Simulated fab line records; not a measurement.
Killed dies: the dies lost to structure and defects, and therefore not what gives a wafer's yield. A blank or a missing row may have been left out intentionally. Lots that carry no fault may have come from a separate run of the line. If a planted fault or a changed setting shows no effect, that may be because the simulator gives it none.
The tool behind it: which one? :: flow n5_finfet :: 10 lots with 30 wafers sampled at 2 steps, on a route of 1938 steps

== WHAT THE GAUGES SHOWED, per wafer ==
N5_PMOS_HMC_CHANNEL_EPI_THK_MEAS_22.
lot: L075
measured: day 2 01:35
on: film_metro-01
HMC_CMP_THK (nm): 53.3 53.1 56.6

lot: L077
measured: day 2 13:32
on: film_metro-02
HMC_CMP_THK (nm): 53.8 53.3 55.0

lot: L080
measured: day 3 07:51
on: film_metro-02
HMC_CMP_THK (nm): 52.0 55.2 54.4

lot: L082
measured: day 3 19:40
on: film_metro-02
HMC_CMP_THK (nm): 52.4 56.5 53.2

lot: L084
measured: day 4 08:17
on: film_metro-01
HMC_CMP_THK (nm): 53.3 54.3 54.4

lot: L086
measured: day 4 19:51
on: film_metro-01
HMC_CMP_THK (nm): 53.3 56.2 53.8

lot: L089
measured: day 5 13:46
on: film_metro-02
HMC_CMP_THK (nm): 55.7 54.7 54.5

lot: L091
measured: day 6 01:21
on: film_metro-01
HMC_CMP_THK (nm): 55.4 54.3 54.5

lot: L093
measured: day 6 14:31
on: film_metro-02
HMC_CMP_THK (nm): 54.1 54.7 52.6

lot: L095
measured: day 7 01:52
on: film_metro-01
HMC_CMP_THK (nm): 56.1 54.1 54.5

== EACH LOT AND THE TOOL THAT RAN IT (in order: tool; ch and the chambers of the sampled wafers; start) ==
lot: L075
N5_WELL_APT_DESCUM_30: rie_diel-02 ch 2,3, day 1 21:10

lot: L077
N5_WELL_APT_DESCUM_30: rie_diel-05 ch 0,1, day 2 08:54

lot: L080
N5_WELL_APT_DESCUM_30: rie_diel-02 ch 2,3, day 3 03:08

lot: L082
N5_WELL_APT_DESCUM_30: rie_diel-02 ch 0,3, day 3 15:15

lot: L084
N5_WELL_APT_DESCUM_30: rie_diel-05 ch 1,3, day 4 03:43

lot: L086
N5_WELL_APT_DESCUM_30: rie_diel-06 ch 0,1,3, day 4 15:03

lot: L089
N5_WELL_APT_DESCUM_30: rie_diel-02 ch 1,3, day 5 09:07

lot: L091
N5_WELL_APT_DESCUM_30: rie_diel-05 ch 0,1,2, day 5 21:03

lot: L093
N5_WELL_APT_DESCUM_30: rie_diel-05 ch 1,2,3, day 6 09:37

lot: L095
N5_WELL_APT_DESCUM_30: rie_diel-06 ch 1,2,3, day 6 21:19
- N5_WELL_APT_DESCUM_30: chemistry O2, time 7.9 s.

== THE ANSWER, worked out from the rows above alone ==
Rule: what is usual is taken from the lots themselves. Put in order of their means at a reading, lots are off if they are a third of the lots or fewer, leave a main group of 4 or more, and stand apart from it by a gap of 3 or more times the standard deviation of the main group's means; of several such gaps the widest counts. If all means in a main group match to the digits the tables above print for the reading, that group is not used. A lot without any number at a reading at which 4 lots or more have one is off too. Any other lot the step has rows for is counted as sound.
No lot is off at any reading shown: from this, nothing can be told.

== WHAT WAS PUT IN BY THE SIMULATOR ==
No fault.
